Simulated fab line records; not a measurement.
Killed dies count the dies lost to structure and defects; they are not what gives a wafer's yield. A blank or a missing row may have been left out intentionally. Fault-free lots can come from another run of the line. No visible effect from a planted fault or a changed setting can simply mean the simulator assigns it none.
fab line records	flow n5-finfet
record: lots: 7	wafers: 21
route steps=1938 shown WELL_APT@21 FIN_SAQP@96 SD_EPI_N@279
start-h: hours from the record's opening day to when the first of the lot's shown wafers began	wait-h: time in hours since the lot's previous step	" same as the row above	L1.1+2: one row covering several wafers at once	- either no value or no given start	* or withheld: withheld	< > ~ a bound
route shown NAME@n: names a module that has steps shown in the file, with the first one's number in the route	usual: mean/standard deviation taken from wafers without a fault	same: alike in all rows	chamber/n: place in a boat	sites: the reading at each site	_std_site: how widely they spread, as a standard deviation	_edge_site: outer sites' mean less inner sites'	radius-mm: for every site, how far away it sits from the centre of the wafer	mask NAME#n: copy n	behind: tool/chamber where the wafer was last shaped	hold: what put the lot on hold/how long, in hours/how the hold closed	device: whichever transistor did not switch (one of n, p or np)	end of line: at the end of the route, the tests of the same wafers	for a step that has no rows: nothing shown but its recipe	killed: dies lost to structure and defects at the first sort, not the wafer's yield	map: per-die view of a wafer (x killed, . not killed, _ where there is no die)
set.NAME: setting as actually run; set.NAME@STEP: the setting as run at that earlier step	model.NAME: the simulator's own value behind a step, which no gauge read
lots whose settings were changed on purpose; a table a step, a row a wafer
== steps ==
step: N5_WELL_APT_COAT_02
recipe: spin-rpm: 1357	resist-thk-nm: 950
lot.wafer	tool	chamber	start-h	wait-h	set.spin-rpm	model.coat_of_WELL_APT_COAT_02.thk-nm
L076.1	litho-track-01	0	-	-	1357	952.5
L076.3	"	0	"	"	1357	950.6
L076.6	"	0	"	"	1357	952.7
L077.1	litho-track-01	0	-	-	1299	974.1
L077.2	"	0	"	"	1299	973.9
L077.6	"	0	"	"	1299	972.2
L081.1	litho-track-01	0	-	-	1357	952.7
L081.2	"	0	"	"	1357	954
L081.3	"	0	"	"	1357	951.3
L084.2	litho-track-02	0	-	-	1357	946
L084.4	"	0	"	"	1281	977
L084.6	"	0	"	"	1357	947.7
L085.1	litho-track-02	0	-	-	1357	952.1
L085.2	"	0	"	"	1479	911.5
L085.5	"	0	"	"	1479	907.8
L088.1	litho-track-05	0	-	-	1357	951.6
L088.5	"	0	"	"	1309	968.1
L088.6	"	0	"	"	1309	966.8
L094.1	litho-track-05	0	-	-	1262	985
L094.3	"	0	"	"	1262	983.4
L094.6	"	0	"	"	1262	984.9
step: N5_WELL_APT_DEVELOP_07
recipe: develop-time-s: 45	rinse-liquid: surfactant-rinse	dry: air-spin	dev-temp-c: 21
lot.wafer	tool	chamber	start-h	wait-h	set.develop-time-s	set.spin-rpm@WELL_APT_COAT_02	model.coat_of_WELL_APT_COAT_02.thk-nm
L076.1	litho-track-01	0	-	-	45	1357	938.2
L076.3	"	0	"	"	45	1357	936.4
L076.6	"	0	"	"	53.54	1357	938.1
L077.1	litho-track-05	0	-	-	45	1299	959.9
L077.2	"	0	"	"	45	1299	959.7
L077.6	"	0	"	"	45	1299	958
L081.1	litho-track-05	0	-	-	45	1357	938.5
L081.2	"	0	"	"	45	1357	939.8
L081.3	"	0	"	"	45	1357	937.1
L084.2	litho-track-02	0	-	-	50.91	1357	931.5
L084.4	"	0	"	"	45	1281	962.8
L084.6	"	0	"	"	45	1357	933.5
L085.1	litho-track-05	0	-	-	45	1357	937.9
L085.2	"	0	"	"	41.97	1479	897.5
L085.5	"	0	"	"	41.97	1479	893.7
L088.1	litho-track-05	0	-	-	45	1357	937.4
L088.5	"	0	"	"	52.72	1309	953.5
L088.6	"	0	"	"	45	1309	952.5
L094.1	litho-track-01	0	-	-	37.64	1262	971.1
L094.3	"	0	"	"	37.64	1262	969.6
L094.6	"	0	"	"	45	1262	970.7
step: N5_FIN_SAQP_HM_DEP_03
recipe: material: SiNx	target-thk-a: 380	temp-c: 400	precursor: SiH4/NH3/N2	pressure-torr: 1.5	rf-w: 300	time-s: 33.6
lot.wafer	tool	chamber	start-h	wait-h	set.time-s	model.SiNx_of_FIN_SAQP_HM_DEP_03.thk-nm
L076.1	pecvd-03	1	32.49	0.2	33.6	38.34
L076.3	"	2	"	"	33.6	38.86
L076.6	"	2	"	"	33.6	38.75
L077.1	pecvd-04	1	39.23	0.2	33.6	37.52
L077.2	"	2	"	"	33.6	38.26
L077.6	"	1	"	"	33.6	37.45
L081.1	pecvd-01	1	62.59	0.2	33.6	37.9
L081.2	"	2	"	"	33.6	38.16
L081.3	"	2	"	"	33.6	38.27
L084.2	pecvd-01	2	80.79	0.2	33.6	37.64
L084.4	"	2	"	"	33.6	38.51
L084.6	"	2	"	"	33.6	39.21
L085.1	pecvd-01	2	86.89	0.2	33.6	37.39
L085.2	"	1	"	"	33.6	37.44
L085.5	"	1	"	"	37.57	42.11
L088.1	pecvd-03	0	105.78	0.2	32.01	36.31
L088.5	"	0	"	"	32.01	36.55
L088.6	"	1	"	"	33.6	38.54
L094.1	pecvd-03	2	141.51	0.2	35.98	40.4
L094.3	"	0	"	"	33.6	37.88
L094.6	"	0	"	"	33.6	38.95
step: N5_FIN_SAQP_THK_MEAS_05
usual: thk-nm: 38.2/0.52
lot.wafer	tool	chamber	start-h	wait-h	set.time-s@FIN_SAQP_HM_DEP_03	thk-nm
L076.1	film-metro-02	-	32.61	0.1	33.6	38.3
L076.3	"	-	"	"	33.6	38.9
L076.6	"	-	"	"	33.6	38.7
L077.1	film-metro-01	-	39.32	0.1	33.6	37.5
L077.2	"	-	"	"	33.6	38.2
L077.6	"	-	"	"	33.6	37.5
L081.1	film-metro-02	-	62.70	0.1	33.6	37.9
L081.2	"	-	"	"	33.6	38.2
L081.3	"	-	"	"	33.6	38.2
L084.2	film-metro-02	-	80.91	0.1	33.6	37.6
L084.4	"	-	"	"	33.6	38.5
L084.6	"	-	"	"	33.6	39.2
L085.1	film-metro-01	-	87.01	0.1	33.6	37.4
L085.2	"	-	"	"	33.6	37.4
L085.5	"	-	"	"	37.57	42.1
L088.1	film-metro-01	-	105.89	0.1	32.01	36.3
L088.5	"	-	"	"	32.01	36.5
L088.6	"	-	"	"	33.6	38.6
L094.1	film-metro-02	-	141.59	0.1	35.98	40.5
L094.3	"	-	"	"	33.6	37.9
L094.6	"	-	"	"	33.6	39.0
step: N5_FIN_SAQP_PECVD_47
recipe: material: a-Si	target-thk-a: 450	temp-c: 400	precursor: SiH4/He	pressure-torr: 3	rf-w: 100	time-s: 36.3
lot.wafer	tool	chamber	start-h	wait-h	set.time-s	model.a-Si_of_FIN_SAQP_PECVD_47.thk-nm
L076.1	pecvd-03	2	32.65	0.0	34.22	41.74
L076.3	"	2	"	"	36.3	44.27
L076.6	"	1	"	"	36.3	44.73
L077.1	pecvd-04	0	39.35	0.0	36.3	44.87
L077.2	"	2	"	"	36.3	44.82
L077.6	"	0	"	"	36.3	45.89
L081.1	pecvd-03	0	62.74	0.0	36.3	44.33
L081.2	"	1	"	"	36.3	44.66
L081.3	"	1	"	"	36.3	45.67
L084.2	pecvd-03	1	80.95	0.0	40.48	50.62
L084.4	"	1	"	"	40.48	51.07
L084.6	"	1	"	"	36.3	45.72
L085.1	pecvd-04	2	87.04	0.0	36.3	44.24
L085.2	"	0	"	"	32.72	40.48
L085.5	"	0	"	"	36.3	45.49
L088.1	pecvd-01	2	105.93	0.0	34.24	42.4
L088.5	"	1	"	"	36.3	46.04
L088.6	"	2	"	"	36.3	45.99
L094.1	pecvd-01	2	141.63	0.0	32.26	39.27
L094.3	"	0	"	"	36.3	44.81
L094.6	"	2	"	"	32.26	40.41
step: N5_FIN_SAQP_PECVD_48
recipe: material: SiNx	target-thk-a: 250	temp-c: 400	precursor: SiH4/NH3/N2	pressure-torr: 1.5	rf-w: 300	time-s: 22.1
step: N5_FIN_SAQP_PECVD_06
recipe: material: a-Si	target-thk-a: 600	temp-c: 400	precursor: SiH4/He	pressure-torr: 3	rf-w: 100	time-s: 48.1
step: N5_FIN_SAQP_ETCH_57
recipe: chemistry: CH3F/O2	target: SiNx	mask-material: SiO2	target-depth-a: 325	time-s: 46.4	pressure-mtorr: 30	source-w: 395	bias-w: 73	Ar_flow_sccm: 150	CH3F_flow_sccm: 30	O2_flow_sccm: 20	ion-energy-ev: 120	ends: cleared
step: N5_FIN_SAQP_ETCH_65
recipe: chemistry: CF4	target: SiO2	target-depth-a: 40	ion-energy-ev: 350	time-s: 4.4	pressure-mtorr: 10	icp-w: 800	bias-w: 400	cf4-flow-sccm: 80
step: N5_FIN_SAQP_MANDREL_ETCH_58
recipe: chemistry: HBr/Cl2	target: a-Si	target-depth-a: 450	bt-time-s: 10	stop-on: SiNx	mask-material: SiO2	over-etch-frac: 0.8	time-s: 27	pressure-mtorr: 10	icp-w: 800	bias-w: 75	HBr_flow_sccm: 150	Cl2_flow_sccm: 80	ends: end-point
usual: oes-product-au: 0.693/0.01
lot.wafer	tool	chamber	start-h	wait-h	set.time-s@FIN_SAQP_PECVD_47	oes-product-au	model.etch.depth-nm
L076.1	rie-si-04	3	36.34	0.0	34.22	0.658	41.74
L076.3	"	1	"	"	36.3	0.690	44.27
L076.6	"	1	"	"	36.3	0.679	44.73
L077.1	rie-si-02	1	43.35	0.0	36.3	0.687	44.87
L077.2	"	3	"	"	36.3	0.697	44.82
L077.6	"	1	"	"	36.3	0.689	45.89
L081.1	rie-si-04	1	65.69	0.0	36.3	0.683	44.33
L081.2	"	3	"	"	36.3	0.681	44.66
L081.3	"	0	"	"	36.3	0.695	45.67
L084.2	rie-si-04	1	84.78	0.0	40.48	0.738	50.62
L084.4	"	3	"	"	40.48	0.733	51.07
L084.6	"	3	"	"	36.3	0.685	45.72
L085.1	rie-si-02	1	92.79	0.0	36.3	0.671	44.24
L085.2	"	0	"	"	32.72	0.643	40.48
L085.5	"	2	"	"	36.3	0.709	45.49
L088.1	rie-si-02	2	111.58	0.0	34.24	0.681	42.4
L088.5	"	0	"	"	36.3	0.694	46.04
L088.6	"	3	"	"	36.3	0.717	45.99
L094.1	rie-si-06	3	144.62	0.0	32.26	0.661	39.27
L094.3	"	0	"	"	36.3	0.690	44.81
L094.6	"	3	"	"	32.26	0.665	40.41
step: N5_FIN_SAQP_SPACER2_ALD_28
recipe: material: SiO2	target-thk-a: 81	temp-c: 300	ald-precursor-family: BDEAS	ald-co-reactant: O2-plasma	pulse-time-s: 1	purge-time-s: 2	co-reactant-purge-time-s: 2	pressure-torr: 2
lot.wafer	tool	chamber	start-h	wait-h	set.temp-c
L076.1+3	ald-sin-01	2,3	37.51	0.1	287.6
L076.6	"	0	"	"	300
L077.1	ald-sin-03	2	44.18	0.1	300
L077.2+6	"	0,2	"	"	306.5
L081.1+2+3	ald-sin-02	3,1,0	66.59	0.1	300
L084.2+6	ald-sin-02	3,0	85.75	0.2	304.7
L084.4	"	1	"	"	300
L085.1+2+5	ald-sin-03	3,2,1	94.61	1.1	300
L088.1+5	ald-sin-01	0,3	112.41	0.1	311.8
L088.6	"	0	"	"	300
L094.1	ald-sin-02	3	145.65	0.1	300
L094.3+6	"	1	"	"	309.2
step: N5_FIN_SAQP_SPACER2_ETCHBACK_29
recipe: chemistry: CHF3/O2	mode: anisotropic-etchback	target: SiO2	target-depth-a: 122	time-s: 6.1	pressure-mtorr: 30	source-w: 650	bias-w: 170	Ar_flow_sccm: 200	CHF3_flow_sccm: 50	O2_flow_sccm: 5	ion-energy-ev: 200
step: N5_FIN_SAQP_MANDREL2_REMOVE_60
recipe: chemistry: HBr/Cl2/O2	bt-time-s: 10	target: a-Si	stop-on: SiNx	endpoint: OES-SiCl	over-etch-frac: 1	icp-w: 600	bias-w: 22	HBr_flow_sccm: 150	Cl2_flow_sccm: 80	O2_flow_sccm: 5	pressure-mtorr: 10
lot.wafer	tool	chamber	start-h	wait-h	set.time-s@FIN_SAQP_HM_DEP_03	model.SiNx_of_FIN_SAQP_HM_DEP_03.thk-nm
L076.1	rie-si-04	2	38.07	0.2	33.6	37.8
L076.3+6	"	0,2	"	"	33.6	38.2
L077.1+6	rie-si-04	2,0	44.62	0.1	33.6	36.8
L077.2	"	1	"	"	33.6	37.6
L081.1	rie-si-02	0	67.00	0.1	33.6	37.2
L081.2+3	"	3,1	"	"	33.6	37.6
L084.2	rie-si-04	2	86.17	0.1	33.6	37
L084.4	"	3	"	"	33.6	37.8
L084.6	"	1	"	"	33.6	38.6
L085.1+2	rie-si-02	0,2	95.06	0.1	33.6	36.8
L085.5	"	1	"	"	37.57	41.4
L088.1	rie-si-04	0	112.88	0.1	32.01	35.6
L088.5	"	3	"	"	32.01	35.8
L088.6	"	2	"	"	33.6	38
L094.1	rie-si-02	3	146.14	0.1	35.98	39.8
L094.3	"	0	"	"	33.6	37.2
L094.6	"	1	"	"	33.6	38.4
step: N5_FIN_SAQP_HM_OPEN_33
recipe: chemistry: CH3F/O2	target: SiNx	mask-material: SiO2	target-depth-a: 494	time-s: 70.6	pressure-mtorr: 30	source-w: 395	bias-w: 73	Ar_flow_sccm: 150	CH3F_flow_sccm: 30	O2_flow_sccm: 20	ion-energy-ev: 120	ends: cleared
lot.wafer	tool	chamber	start-h	wait-h	set.time-s@FIN_SAQP_HM_DEP_03	model.etch.depth-nm
L076.1	rie-diel-04	0	38.73	0.6	33.6	37.72
L076.3	"	1	"	"	33.6	38.23
L076.6	"	0	"	"	33.6	38.12
L077.1	rie-diel-04	0	44.85	0.1	33.6	36.89
L077.2	"	2	"	"	33.6	37.63
L077.6	"	0	"	"	33.6	36.82
L081.1	rie-diel-04	3	67.25	0.1	33.6	37.27
L081.2	"	2	"	"	33.6	37.53
L081.3	"	0	"	"	33.6	37.64
L084.2	rie-diel-04	1	86.33	0.0	33.6	37.01
L084.4	"	2	"	"	33.6	37.89
L084.6	"	0	"	"	33.6	38.58
L085.1	rie-diel-04	0	95.30	0.1	33.6	36.76
L085.2	"	3	"	"	33.6	36.71
L085.5	"	0	"	"	37.57	41.47
L088.1	rie-diel-06	2	113.05	0.0	32.01	35.67
L088.5	"	1	"	"	32.01	35.82
L088.6	"	2	"	"	33.6	37.91
L094.1	rie-diel-05	2	146.29	0.0	35.98	39.78
L094.3	"	0	"	"	33.6	37.11
L094.6	"	0	"	"	33.6	38.32
step: N5_FIN_SAQP_ETCH_34
recipe: chemistry: C4F6/O2	target: SiO2	target-depth-a: 450	time-s: 15	ion-energy-ev: 250	pressure-mtorr: 30	source-w: 345	bias-w: 185	Ar_flow_sccm: 300	C4F6_flow_sccm: 10	O2_flow_sccm: 10	ends: cleared
lot.wafer	tool	chamber	start-h	wait-h	set.time-s@FIN_SAQP_HM_DEP_03	model.SiNx_of_FIN_SAQP_HM_DEP_03.thk-nm
L076.1	rie-diel-04	0	38.80	0.0	33.6	34.8
L076.3	"	1	"	"	33.6	35.4
L076.6	"	0	"	"	33.6	35.2
L077.1	rie-diel-04	0	44.95	0.1	33.6	34
L077.2	"	2	"	"	33.6	34.8
L077.6	"	0	"	"	33.6	33.8
L081.1	rie-diel-04	3	67.32	0.0	33.6	34.4
L081.2	"	2	"	"	33.6	34.6
L081.3	"	0	"	"	33.6	34.8
L084.2	rie-diel-04	1	86.40	0.0	33.6	34.2
L084.4	"	2	"	"	33.6	35
L084.6	"	0	"	"	33.6	35.6
L085.1+2	rie-diel-04	0,3	95.37	0.0	33.6	33.8
L085.5	"	0	"	"	37.57	38.6
L088.1+5	rie-diel-06	2,1	113.12	0.0	32.01	32.8
L088.6	"	2	"	"	33.6	35
L094.1	rie-diel-05	2	146.36	0.0	35.98	37
L094.3	"	0	"	"	33.6	34.2
L094.6	"	0	"	"	33.6	35.4
step: N5_FIN_SAQP_ETCH_64
recipe: chemistry: CF4	target: SiO2	target-depth-a: 15	ion-energy-ev: 350	pressure-mtorr: 10	icp-w: 800	bias-w: 400	cf4-flow-sccm: 80
lot.wafer	tool	chamber	start-h	wait-h	set.bias-w
L076.1+6	rie-si-02	2,3	39.00	0.0	463.6
L076.3	"	1	"	"	400
L077.1+2+6	rie-si-02	3,2,3	45.20	0.0	400
L081.1+2+3	rie-si-04	1,2,3	67.52	0.1	400
L084.2+6	rie-si-06	3,2	86.60	0.0	421.2
L084.4	"	0	"	"	400
L085.1+5	rie-si-04	3,0	95.57	0.0	400
L085.2	"	1	"	"	346.4
L088.1	rie-si-06	0	113.32	0.0	334.5
L088.5+6	"	2,1	"	"	400
L094.1+3+6	rie-si-04	1,2,2	146.56	0.0	400
step: N5_FIN_SAQP_FIN_ETCH_36
recipe: chemistry: HBr/Cl2/O2	target-depth-a: 1200	mask-material: SiNx	time-s: 50.4	bias-w: 102	pressure-mtorr: 10	icp-w: 800	HBr_flow_sccm: 150	Cl2_flow_sccm: 80	O2_flow_sccm: 12
lot.wafer	tool	chamber	start-h	wait-h	set.time-s@FIN_SAQP_HM_DEP_03	model.SiNx_of_FIN_SAQP_HM_DEP_03.thk-nm
L076.1	rie-si-02	2	39.02	0.0	33.6	21.4
L076.3	"	1	"	"	33.6	22.2
L076.6	"	3	"	"	33.6	21.8
L077.1	rie-si-02	3	45.22	0.0	33.6	20.6
L077.2	"	2	"	"	33.6	21.6
L077.6	"	3	"	"	33.6	20.8
L081.1	rie-si-04	1	67.54	0.0	33.6	20.8
L081.2	"	2	"	"	33.6	21
L081.3	"	3	"	"	33.6	21.6
L084.2	rie-si-06	3	86.62	0.0	33.6	20.8
L084.4	"	0	"	"	33.6	21.2
L084.6	"	2	"	"	33.6	22.2
L085.1	rie-si-04	3	95.59	0.0	33.6	20.6
L085.2	"	1	"	"	33.6	20.2
L085.5	"	0	"	"	37.57	25.4
L088.1	rie-si-06	0	113.34	0.0	32.01	19.2
L088.5	"	2	"	"	32.01	19.4
L088.6	"	1	"	"	33.6	22
L094.1	rie-si-04	1	146.58	0.0	35.98	23.2
L094.3	"	2	"	"	33.6	20.6
L094.6	"	2	"	"	33.6	21.6
step: N5_SD_EPI_N_ETCH_16
recipe: chemistry: CHF3/O2	target: SiO2	target-depth-a: 50	mask-material: SOC	pressure-mtorr: 30	source-w: 650	bias-w: 170	Ar_flow_sccm: 200	CHF3_flow_sccm: 50	O2_flow_sccm: 5	ion-energy-ev: 200
lot.wafer	tool	chamber	start-h	wait-h	set.target-depth-a	model.etch.depth-nm
L076.1	rie-diel-06	0	65.21	0.1	52.84	5.377
L076.3	"	3	"	"	52.84	5.323
L076.6	"	1	"	"	50	5.053
L077.1	rie-diel-04	2	71.33	0.1	45.34	4.529
L077.2	"	1	"	"	50	4.796
L077.6	"	1	"	"	45.34	4.381
L081.1	rie-diel-05	3	89.98	0.1	50	4.965
L081.2	"	1	"	"	50	4.915
L081.3	"	0	"	"	50	4.97
L084.2	rie-diel-06	2	112.14	0.1	50	4.993
L084.4	"	3	"	"	50	5.002
L084.6	"	2	"	"	54.07	5.432
L085.1	rie-diel-05	0	117.63	0.1	50	4.988
L085.2	"	2	"	"	50	5.007
L085.5	"	3	"	"	50	4.928
L088.1	rie-diel-06	1	136.23	0.1	50	5.078
L088.5	"	0	"	"	47.18	4.754
L088.6	"	1	"	"	47.18	4.825
L094.1	rie-diel-05	0	172.15	0.1	50	4.99
L094.3	"	3	"	"	50	4.864
L094.6	"	1	"	"	48.02	4.696
step: N5_SD_EPI_N_EPI_21
recipe: material: Si:P	dopant: P	temp-c: 680	pressure-torr: 255	time-s: 690
lot.wafer	tool	chamber	start-h	wait-h	set.epi-growth-time-s	model.Si-P_of_SD_EPI_N_EPI_21.thk-nm
L076.1	epi-rpcvd-02	0	66.45	0.2	690	58.4
L076.3	"	0	"	"	618.5	54.6
L076.6	"	0	68.31	1.9	618.5	54.8
L077.1	epi-rpcvd-01	0	72.59	0.2	690	59
L077.2	"	0	"	"	690	58.2
L077.6	"	0	74.46	1.9	690	57.8
L081.1+3	epi-rpcvd-04	0	91.06	0.1	690	57.4
L081.2	"	0	"	"	690	56.6
L084.2	epi-rpcvd-01	0	113.48	0.4	751.7	63.2
L084.4	"	0	"	"	690	59
L084.6	"	0	"	"	751.7	63.8
L085.1	epi-rpcvd-04	0	118.69	0.1	690	58.8
L085.2	"	0	"	"	690	59.2
L085.5	"	0	"	"	637.1	55.2
L088.1	epi-rpcvd-01	0	137.31	0.1	669.5	59
L088.5	"	0	138.43	1.1	669.5	59.2
L088.6	"	0	"	"	690	60.2
L094.1	epi-rpcvd-01	0	173.23	0.1	690	59.8
L094.3	"	0	"	"	690	59.2
L094.6	"	0	"	"	690	58.4
== key ==
split: step: N5_WELL_APT_COAT_02	setting: spin-rpm	stated: 1357	by: wafer
response: step: N5_WELL_APT_COAT_02	reading: model.coat_of_WELL_APT_COAT_02.thk-nm	change: -4.86	per: 1%	r: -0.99
response: step: N5_WELL_APT_DEVELOP_07	reading: model.coat_of_WELL_APT_COAT_02.thk-nm	change: -4.85	per: 1%	r: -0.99
split: step: N5_WELL_APT_DEVELOP_07	setting: develop-time-s	stated: 45	by: wafer
response none clear
split: step: N5_FIN_SAQP_HM_DEP_03	setting: time-s	stated: 33.6	by: wafer
response: step: N5_FIN_SAQP_HM_DEP_03	reading: model.SiNx_of_FIN_SAQP_HM_DEP_03.thk-nm	change: +0.375	per: 1%	r: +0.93
response: step: N5_FIN_SAQP_THK_MEAS_05	reading: thk-nm	change: *	per: 1%	r: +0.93
response: step: N5_FIN_SAQP_MANDREL2_REMOVE_60	reading: model.SiNx_of_FIN_SAQP_HM_DEP_03.thk-nm	change: +0.374	per: 1%	r: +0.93
response: step: N5_FIN_SAQP_HM_OPEN_33	reading: model.etch.depth-nm	change: +0.381	per: 1%	r: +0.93
response: step: N5_FIN_SAQP_ETCH_34	reading: model.SiNx_of_FIN_SAQP_HM_DEP_03.thk-nm	change: +0.39	per: 1%	r: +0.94
response: step: N5_FIN_SAQP_FIN_ETCH_36	reading: model.SiNx_of_FIN_SAQP_HM_DEP_03.thk-nm	change: +0.409	per: 1%	r: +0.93
split: step: N5_FIN_SAQP_PECVD_47	setting: time-s	stated: 36.3	by: wafer
response: step: N5_FIN_SAQP_PECVD_47	reading: model.a-Si_of_FIN_SAQP_PECVD_47.thk-nm	change: +0.463	per: 1%	r: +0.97
response: step: N5_FIN_SAQP_MANDREL_ETCH_58	reading: oes-product-au	change: +0.00389	per: 1%	r: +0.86
response: step: N5_FIN_SAQP_MANDREL_ETCH_58	reading: model.etch.depth-nm	change: +0.463	per: 1%	r: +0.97
split: step: N5_FIN_SAQP_SPACER2_ALD_28	setting: temp-c	stated: 300	by: wafer
response none clear
split: step: N5_FIN_SAQP_ETCH_64	setting: bias-w	stated: 400	by: wafer
response none clear
split: step: N5_SD_EPI_N_ETCH_16	setting: target-depth-a	stated: 50	by: wafer
response: step: N5_SD_EPI_N_ETCH_16	reading: model.etch.depth-nm	change: +0.047	per: 1%	r: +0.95
split: step: N5_SD_EPI_N_EPI_21	setting: epi-growth-time-s	stated: 690	by: wafer
response: step: N5_SD_EPI_N_EPI_21	reading: model.Si-P_of_SD_EPI_N_EPI_21.thk-nm	change: +0.435	per: 1%	r: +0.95
